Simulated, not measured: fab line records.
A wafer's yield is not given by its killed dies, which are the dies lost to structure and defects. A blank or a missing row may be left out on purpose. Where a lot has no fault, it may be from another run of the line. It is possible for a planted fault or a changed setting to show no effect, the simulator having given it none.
Split-lot study / flow n5 finfet / 21 wafers read from 7 lots, route of 1938 steps

## SPLIT DETAILS
At N5_BEOL_M15_EXPOSE_25 (exposes mask M15, target cd 400 nm), the setting dose mj was moved away from the recipe's 35.5 on 7 of the 21 wafers read, by -5.0% to -3.1%. This setting was run at the recipe's value on the other wafers.

## FROM THE SPLIT TO THE READING: what the file shows between them, 3 steps
- N5_BEOL_M15_PEB_26: peb time 90 s
- N5_BEOL_M15_DEVELOP_27: develop time 45 s
- N5_BEOL_M15_HARDBAKE_32: time 120 s

## THE READING
cd nm, in nm, at N5_BEOL_M15_CD_MEAS_28 (target cd 407.6 nm). A value of 408.6 nm with a standard deviation of 1.6 nm is what fault-free wafers of this fab line usually give.

wafer=L078.2; tool, chamber at the split=krf scanner-01, 0; dose mj as run=35.5; against the recipe=recipe; cd nm, nm=406.6; against lot-mates on the recipe=-
wafer=L078.4; tool, chamber at the split=krf scanner-01, 0; dose mj as run=35.5; against the recipe=recipe; cd nm, nm=406.5; against lot-mates on the recipe=-
wafer=L078.5; tool, chamber at the split=krf scanner-01, 0; dose mj as run=35.5; against the recipe=recipe; cd nm, nm=408.4; against lot-mates on the recipe=-
wafer=L080.1; tool, chamber at the split=krf scanner-02, 0; dose mj as run=35.5; against the recipe=recipe; cd nm, nm=408.3; against lot-mates on the recipe=-
wafer=L080.4; tool, chamber at the split=krf scanner-02, 0; dose mj as run=34.39; against the recipe=-3.1%; cd nm, nm=403.9; against lot-mates on the recipe=-4.4
wafer=L080.6; tool, chamber at the split=krf scanner-02, 0; dose mj as run=34.39; against the recipe=-3.1%; cd nm, nm=403.3; against lot-mates on the recipe=-5.0
wafer=L083.2; tool, chamber at the split=krf scanner-01, 0; dose mj as run=34.31; against the recipe=-3.4%; cd nm, nm=401.8; against lot-mates on the recipe=-5.8
wafer=L083.3; tool, chamber at the split=krf scanner-01, 0; dose mj as run=34.31; against the recipe=-3.4%; cd nm, nm=401.5; against lot-mates on the recipe=-6.1
wafer=L083.6; tool, chamber at the split=krf scanner-01, 0; dose mj as run=35.5; against the recipe=recipe; cd nm, nm=407.6; against lot-mates on the recipe=-
wafer=L084.1; tool, chamber at the split=krf scanner-02, 0; dose mj as run=35.5; against the recipe=recipe; cd nm, nm=408.1; against lot-mates on the recipe=-
wafer=L084.3; tool, chamber at the split=krf scanner-02, 0; dose mj as run=33.73; against the recipe=-5.0%; cd nm, nm=398.8; against lot-mates on the recipe=-8.9
wafer=L084.4; tool, chamber at the split=krf scanner-02, 0; dose mj as run=35.5; against the recipe=recipe; cd nm, nm=407.4; against lot-mates on the recipe=-
wafer=L087.3; tool, chamber at the split=krf scanner-02, 0; dose mj as run=35.5; against the recipe=recipe; cd nm, nm=407.7; against lot-mates on the recipe=-
wafer=L087.4; tool, chamber at the split=krf scanner-02, 0; dose mj as run=35.5; against the recipe=recipe; cd nm, nm=409.1; against lot-mates on the recipe=-
wafer=L087.6; tool, chamber at the split=krf scanner-02, 0; dose mj as run=35.5; against the recipe=recipe; cd nm, nm=408.6; against lot-mates on the recipe=-
wafer=L095.1; tool, chamber at the split=krf scanner-01, 0; dose mj as run=35.5; against the recipe=recipe; cd nm, nm=408.2; against lot-mates on the recipe=-
wafer=L095.3; tool, chamber at the split=krf scanner-01, 0; dose mj as run=34.35; against the recipe=-3.2%; cd nm, nm=405.4; against lot-mates on the recipe=-2.8
wafer=L095.6; tool, chamber at the split=krf scanner-01, 0; dose mj as run=34.35; against the recipe=-3.2%; cd nm, nm=403.0; against lot-mates on the recipe=-5.2
wafer=L097.4; tool, chamber at the split=krf scanner-01, 0; dose mj as run=35.5; against the recipe=recipe; cd nm, nm=407.7; against lot-mates on the recipe=-
wafer=L097.5; tool, chamber at the split=krf scanner-01, 0; dose mj as run=35.5; against the recipe=recipe; cd nm, nm=409.4; against lot-mates on the recipe=-
wafer=L097.6; tool, chamber at the split=krf scanner-01, 0; dose mj as run=35.5; against the recipe=recipe; cd nm, nm=407.5; against lot-mates on the recipe=-

THE FIT
A straight line over all 21 wafers: cd nm changes by +1.6 nm for each +1% of dose mj; r = +0.94; the points scatter about the line by 1 nm.
The same after taking each lot's own level away (the mean of its wafers on the recipe; 21 wafers): +1.6 nm for each +1%; r = +0.96; scatter 0.84 nm.
According to that fit, moving dose mj by its largest amount changes the reading by 8 nm.
Measured against the standard deviation above, the lots' own levels, which go from 407.17 to 408.47 nm, span 0.8 times it.
Consequently the slope shifts little with the lot-to-lot level, the two slopes agreeing.
Check: for one of the wafers moved furthest among these (-5.0%), held out of the fit, the line's prediction against its lot-mates is -7.53 nm. It came out at -8.95 nm against them.

## THE OTHER SPLITS THESE WAFERS WENT THROUGH
Before the reading, these wafers also passed through other splits. Each is held against what the fit with the lots' levels taken away leaves over:
other split on the same wafers=N5_BEOL_M13_ETCH_59 time s; wafers away from the commonest value=7; r with cd nm (lot level and that fit taken away)=-0.22
other split on the same wafers=N5_BEOL_M14_COAT_04 spin rpm; wafers away from the commonest value=7; r with cd nm (lot level and that fit taken away)=+0.04
other split on the same wafers=N5_BEOL_M14_DESCUM_15 time s; wafers away from the commonest value=8; r with cd nm (lot level and that fit taken away)=+0.07
other split on the same wafers=N5_BEOL_M15_EXPOSE_07 dose mj; wafers away from the commonest value=9; r with cd nm (lot level and that fit taken away)=+0.17
other split on the same wafers=N5_BEOL_M15_STRIP_64 pressure mtorr; wafers away from the commonest value=15; r with cd nm (lot level and that fit taken away)=+0.11

## THE WHOLE CHAIN: every reading that the file lists as answering this split, in the file's order
step=N5_BEOL_M15_CD_MEAS_28; what it does=target cd 407.6 nm; reading=cd nm; change (the file's fit)=+1.63 nm for each +1% of the setting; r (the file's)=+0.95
step=N5_BEOL_M15_DESCUM_33; what it does=chemistry O2, time 7.9 s; reading=BEOL_M15.cd nm (the simulator's own value, which no gauge read); change (the file's fit)=+1.57 nm for each +1% of the setting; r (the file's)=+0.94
step=N5_BEOL_M15_ETCH_61; what it does=etches BARC in N2/H2, target depth 89 nm, overetch 26.7 nm, time 67.9 s; reading=BEOL_M15.cd nm (the simulator's own value, which no gauge read); change (the file's fit)=+1.52 nm for each +1% of the setting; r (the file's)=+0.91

## FILE'S OWN FIT
cd nm changes by +1.63 nm for each +1% of dose mj, r = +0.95.
